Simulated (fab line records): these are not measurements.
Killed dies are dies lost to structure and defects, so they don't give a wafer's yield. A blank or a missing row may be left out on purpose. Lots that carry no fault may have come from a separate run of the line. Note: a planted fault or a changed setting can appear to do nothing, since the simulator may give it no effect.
Matching of chambers / flow nandHarc / rieDiel-06 running NHARC_P_GATE_DESCUM_13: 4 sister chambers
The step chemistry O2, time 3 s. 14 wafers are shown with their chamber, then 7 later ones without.

WAFERS PAIRED WITH THEIR CHAMBERS
wafer=L077.1; chamber=1; showerheadPlenumPTorr (Torr)=1.82; drypumpMotorCurrentA (A)=6.2; oesProductAu (a.u.)=1.008
wafer=L077.4; chamber=0; showerheadPlenumPTorr (Torr)=1.80; drypumpMotorCurrentA (A)=5.6; oesProductAu (a.u.)=0.995
wafer=L077.5; chamber=0; showerheadPlenumPTorr (Torr)=1.80; drypumpMotorCurrentA (A)=5.6; oesProductAu (a.u.)=0.998
wafer=L084.1; chamber=1; showerheadPlenumPTorr (Torr)=1.82; drypumpMotorCurrentA (A)=6.3; oesProductAu (a.u.)=1.020
wafer=L084.3; chamber=3; showerheadPlenumPTorr (Torr)=2.00; drypumpMotorCurrentA (A)=5.8; oesProductAu (a.u.)=1.028
wafer=L084.4; chamber=2; showerheadPlenumPTorr (Torr)=1.82; drypumpMotorCurrentA (A)=5.7; oesProductAu (a.u.)=0.997
wafer=L083.3; chamber=2; showerheadPlenumPTorr (Torr)=1.82; drypumpMotorCurrentA (A)=5.7; oesProductAu (a.u.)=1.005
wafer=L083.4; chamber=3; showerheadPlenumPTorr (Torr)=2.00; drypumpMotorCurrentA (A)=5.8; oesProductAu (a.u.)=1.020
wafer=L083.5; chamber=1; showerheadPlenumPTorr (Torr)=1.82; drypumpMotorCurrentA (A)=6.2; oesProductAu (a.u.)=1.016
wafer=L087.2; chamber=1; showerheadPlenumPTorr (Torr)=1.81; drypumpMotorCurrentA (A)=6.2; oesProductAu (a.u.)=1.016
wafer=L087.4; chamber=3; showerheadPlenumPTorr (Torr)=2.00; drypumpMotorCurrentA (A)=5.7; oesProductAu (a.u.)=1.015
wafer=L087.5; chamber=1; showerheadPlenumPTorr (Torr)=1.81; drypumpMotorCurrentA (A)=6.2; oesProductAu (a.u.)=1.020
wafer=L091.3; chamber=3; showerheadPlenumPTorr (Torr)=1.99; drypumpMotorCurrentA (A)=5.7; oesProductAu (a.u.)=1.013
wafer=L091.4; chamber=0; showerheadPlenumPTorr (Torr)=1.79; drypumpMotorCurrentA (A)=5.6; oesProductAu (a.u.)=1.002

SIGNATURES, as means of the wafers listed above
reading=showerheadPlenumPTorr; chamber 0=1.7967; chamber 1=1.8160; chamber 2=1.8200; chamber 3=1.9975; scatter within a chamber=0.00512
reading=drypumpMotorCurrentA; chamber 0=5.600; chamber 1=6.220; chamber 2=5.700; chamber 3=5.750; scatter within a chamber=0.0424
reading=oesProductAu; chamber 0=0.99833; chamber 1=1.01600; chamber 2=1.00100; chamber 3=1.01900; scatter within a chamber=0.00535
Rule: for a wafer and a chamber, the distance is found by dividing, reading by reading, the gap between the wafer's reading and the chamber's mean by the reading's scatter, squaring, summing and taking the root. The wafer belongs to the nearest chamber; if the next one is less than 2 further off, it can't be placed. The scatter: the root of (the sum of the squares of (reading less its chamber's mean) over the shown wafers, divided by (wafers less chambers)).

WAFERS MISSING THEIR CHAMBER
wafer=L091.5; showerheadPlenumPTorr (Torr)=1.81; drypumpMotorCurrentA (A)=6.2; oesProductAu (a.u.)=1.008
wafer=L092.3; showerheadPlenumPTorr (Torr)=1.81; drypumpMotorCurrentA (A)=5.7; oesProductAu (a.u.)=1.010
wafer=L092.5; showerheadPlenumPTorr (Torr)=1.81; drypumpMotorCurrentA (A)=5.7; oesProductAu (a.u.)=1.006
wafer=L092.6; showerheadPlenumPTorr (Torr)=1.81; drypumpMotorCurrentA (A)=6.2; oesProductAu (a.u.)=1.026
wafer=L095.1; showerheadPlenumPTorr (Torr)=1.81; drypumpMotorCurrentA (A)=5.7; oesProductAu (a.u.)=1.004
wafer=L095.3; showerheadPlenumPTorr (Torr)=1.81; drypumpMotorCurrentA (A)=6.2; oesProductAu (a.u.)=1.013
wafer=L095.5; showerheadPlenumPTorr (Torr)=1.99; drypumpMotorCurrentA (A)=5.8; oesProductAu (a.u.)=1.024

EACH ONE'S CHAMBER
wafer=L091.5; from the rows above=1; in truth=1
wafer=L092.3; from the rows above=can't be placed: 2 or 0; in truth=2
wafer=L092.5; from the rows above=can't be placed: 2 or 0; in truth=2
wafer=L092.6; from the rows above=1; in truth=1
wafer=L095.1; from the rows above=can't be placed: 2 or 0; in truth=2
wafer=L095.3; from the rows above=1; in truth=1
wafer=L095.5; from the rows above=3; in truth=3
Correctly placed: 4 of 7. Can't be placed from these rows: 3 (the true chamber is among the candidates in 3). 0 placed wrongly.
